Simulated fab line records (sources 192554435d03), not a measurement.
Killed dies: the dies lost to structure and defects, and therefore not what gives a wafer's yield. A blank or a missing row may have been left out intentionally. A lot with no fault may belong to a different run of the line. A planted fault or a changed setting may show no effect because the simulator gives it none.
Lot-split experiment -- flow n5 finfet -- route with 1938 steps; 7 lots, 21 wafers read

## SPLIT DETAILS
At N5_BEOL_M2_COAT_76 (time 60 s, resist thk 5 nm), the setting spin rpm was moved away from the recipe's 1500 rpm on 5 of the 21 wafers read, by -9.8% to +5.7%. This setting was run at the recipe's value on the other wafers.

## FROM THE SPLIT TO THE READING: what the file shows between them, 3 steps
- N5_BEOL_M2_COAT_22: resist thk 30 nm
- N5_BEOL_M2_EBR_24
- N5_BEOL_M2_DESCUM_33: chemistry O2, time 7 s

## THE READING
etch.depth nm (the simulator's own value, which no gauge read), in nm, at N5_BEOL_M2_ETCH_77 (etches underlayer in N2/H2, target depth 6.5 nm, time 5.2 s). The file gives no usual value for it. Here, 16 wafers ran the recipe; their average is 4.998 nm with a standard deviation of 0.0079 nm.

wafer,"tool, chamber at the split","spin rpm as run, rpm",against the recipe,"etch.depth nm, nm",against lot-mates on the recipe
L077.1,"litho track-05, 0",1500,recipe,4.998,-
L077.2,"litho track-05, 0",1500,recipe,5.005,-
L077.6,"litho track-05, 0",1500,recipe,4.993,-
L081.2,"litho track-05, 0",1500,recipe,4.994,-
L081.4,"litho track-05, 0",1500,recipe,5,-
L081.5,"litho track-05, 0",1453,-3.1%,5.078,+0.081
L083.4,"litho track-04, 0",1500,recipe,4.997,-
L083.5,"litho track-04, 0",1500,recipe,4.991,-
L083.6,"litho track-04, 0",1500,recipe,4.999,-
L084.1,"litho track-04, 0",1585,+5.7%,4.871,-0.129
L084.4,"litho track-04, 0",1500,recipe,5.002,-
L084.6,"litho track-04, 0",1500,recipe,4.999,-
L088.1,"litho track-02, 0",1425,-5.0%,5.115,+0.141
L088.2,"litho track-02, 0",1500,recipe,4.974,-
L088.5,"litho track-02, 0",1425,-5.0%,5.105,+0.131
L090.2,"litho track-04, 0",1500,recipe,5.013,-
L090.3,"litho track-04, 0",1353,-9.8%,5.284,+0.276
L090.6,"litho track-04, 0",1500,recipe,5.003,-
L092.1,"litho track-04, 0",1500,recipe,5.002,-
L092.4,"litho track-04, 0",1500,recipe,4.997,-
L092.5,"litho track-04, 0",1500,recipe,4.998,-

FIT RESULTS
A straight line over all 21 wafers: etch.depth nm changes by -0.026 nm for each +1% of spin rpm; r = -0.99; the points scatter about the line by 0.013 nm.
The same after taking each lot's own level away (the mean of its wafers on the recipe; 21 wafers): -0.0267 nm for each +1%; r = -1.00; scatter 0.0068 nm.
According to that fit, moving spin rpm by its largest amount changes the reading by 0.26 nm.
From 4.9740 to 5.0080 nm: that is the span of the lots' own levels, equal to 4.3 times the standard deviation above.
Consequently the slope shifts little with the lot-to-lot level, the two slopes agreeing.
Check: +0.251 nm against its lot-mates is what the line predicts for one of the wafers moved furthest among these (-9.8%) when that wafer is left out of the fit. Against them it came out at +0.276 nm.

## THE OTHER SPLITS THESE WAFERS WENT THROUGH
Note: prior to the reading, these wafers also went through further splits. Each is held against what the fit with the lots' levels taken away leaves over:
other split on the same wafers,wafers away from the commonest value,r with etch.depth nm (lot level and that fit taken away)
N5_BEOL_M1_TRENCH_ETCH_37 time s,10,+0.19
N5_BEOL_M2_ETCH_64 time s,9,-0.27

## FILE'S OWN FIT
etch.depth nm changes by -0.0268 nm for each +1% of spin rpm, r = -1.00.
